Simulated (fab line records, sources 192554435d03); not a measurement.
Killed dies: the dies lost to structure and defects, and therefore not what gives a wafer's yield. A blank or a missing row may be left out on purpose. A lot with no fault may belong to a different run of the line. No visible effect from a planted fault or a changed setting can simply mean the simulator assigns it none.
Split-lot experiment + flow n5-finfet + 7 lots, 21 wafers read, on a route of 1938 steps

## THE SPLIT
At N5_PASSIVATION_ETCH_59 (etches TaN in Cl2/BCl3, target depth 65 nm, time 34.9 s), the setting time-s was moved away from the recipe's 34.9 s on 10 of the 21 wafers read, by -16.0% to +19.1%. For the rest of the wafers, this setting stayed at what the recipe calls for.

The split's own step is where the reading is taken.

## THE READING
etch.depth-nm (the simulator's own value, which no gauge read), in nm, at N5_PASSIVATION_ETCH_59 (etches TaN in Cl2/BCl3, target depth 65 nm, time 34.9 s). The file gives no usual value for it. The 11 wafers here that ran the recipe average 64.91 nm, standard deviation 0.7 nm.

| wafer  | tool, chamber at the split | time-s as run, s | against the recipe | etch.depth-nm, nm | against lot-mates on the recipe |
|--------|----------------------------|------------------|--------------------|-------------------|---------------------------------|
| L077.1 | rie-metal-01, 1            | 34.9             | recipe             | 64.74             | -                               |
| L077.2 | rie-metal-01, 0            | 34.9             | recipe             | 64.75             | -                               |
| L077.3 | rie-metal-01, 0            | 34.9             | recipe             | 64.98             | -                               |
| L081.1 | rie-metal-01, 1            | 41.58            | +19.1%             | 77.14             | +12.57                          |
| L081.4 | rie-metal-01, 1            | 41.58            | +19.1%             | 77.14             | +12.57                          |
| L081.5 | rie-metal-01, 1            | 34.9             | recipe             | 64.57             | -                               |
| L084.4 | rie-metal-02, 1            | 39.6             | +13.5%             | 73.65             | no lot-mate on the recipe       |
| L084.5 | rie-metal-02, 1            | 39.6             | +13.5%             | 73.07             | no lot-mate on the recipe       |
| L084.6 | rie-metal-02, 0            | 39.6             | +13.5%             | 73.62             | no lot-mate on the recipe       |
| L086.1 | rie-metal-03, 1            | 38.04            | +9.0%              | 71.81             | +5.88                           |
| L086.3 | rie-metal-03, 1            | 34.9             | recipe             | 65.93             | -                               |
| L086.5 | rie-metal-03, 1            | 38.04            | +9.0%              | 71.88             | +5.95                           |
| L088.4 | rie-metal-03, 1            | 34.9             | recipe             | 66.49             | -                               |
| L088.5 | rie-metal-03, 1            | 39.39            | +12.9%             | 75.17             | +8.68                           |
| L088.6 | rie-metal-03, 0            | 39.39            | +12.9%             | 74.68             | +8.19                           |
| L091.1 | rie-metal-02, 0            | 34.9             | recipe             | 65.29             | -                               |
| L091.2 | rie-metal-02, 1            | 34.9             | recipe             | 64.32             | -                               |
| L091.5 | rie-metal-02, 1            | 34.9             | recipe             | 64.46             | -                               |
| L094.1 | rie-metal-01, 0            | 34.9             | recipe             | 64.01             | -                               |
| L094.3 | rie-metal-01, 1            | 34.9             | recipe             | 64.44             | -                               |
| L094.5 | rie-metal-01, 1            | 29.31            | -16.0%             | 53.94             | -10.28                          |

THE FIT
A straight line over all 21 wafers: etch.depth-nm changes by +0.673 nm for each +1% of time-s; r = +0.99; the points scatter about the line by 0.82 nm.
The same after taking each lot's own level away (the mean of its wafers on the recipe; 18 wafers): +0.653 nm for each +1%; r = +1.00; scatter 0.23 nm.
Per that fit: largest time-s move, reading shift of 12 nm.
From 64.225 to 66.490 nm: that is the span of the lots' own levels, equal to 3.2 times the standard deviation above.
Hence the lot-to-lot level has little effect on the slope; both slopes agree.
Check: with one of the wafers moved furthest among these (+19.1%) left out of the fit, the line predicts +12.5 nm for it against its lot-mates. It came out at +12.6 nm against them.

## FURTHER SPLITS ON THESE WAFERS
These wafers also went through other splits before the reading. Each is held against what the fit with the lots' levels taken away leaves over:
| other split on the same wafers        | wafers away from the commonest value | r with etch.depth-nm (lot level and that fit taken away) |
|---------------------------------------|--------------------------------------|----------------------------------------------------------|
| N5_BEOL_M10_COAT_63 spin-rpm          | 6                                    | -0.10                                                    |
| N5_BEOL_M12_COAT_65 spin-rpm          | 9                                    | -0.01                                                    |
| N5_BEOL_M13_EXPOSE_25 dose-mj         | 8                                    | -0.05                                                    |
| N5_BEOL_M14_EXPOSE_25 dose-mj         | 4                                    | +0.21                                                    |
| N5_BEOL_M14_DEVELOP_27 develop-time-s | 6                                    | -0.06                                                    |
| N5_MIM_TOP_ETCH_PECVD_03 time-s       | 7                                    | +0.05                                                    |

## THE FILE'S OWN FIT
etch.depth-nm changes by +0.652 nm for each +1% of time-s, r = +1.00.
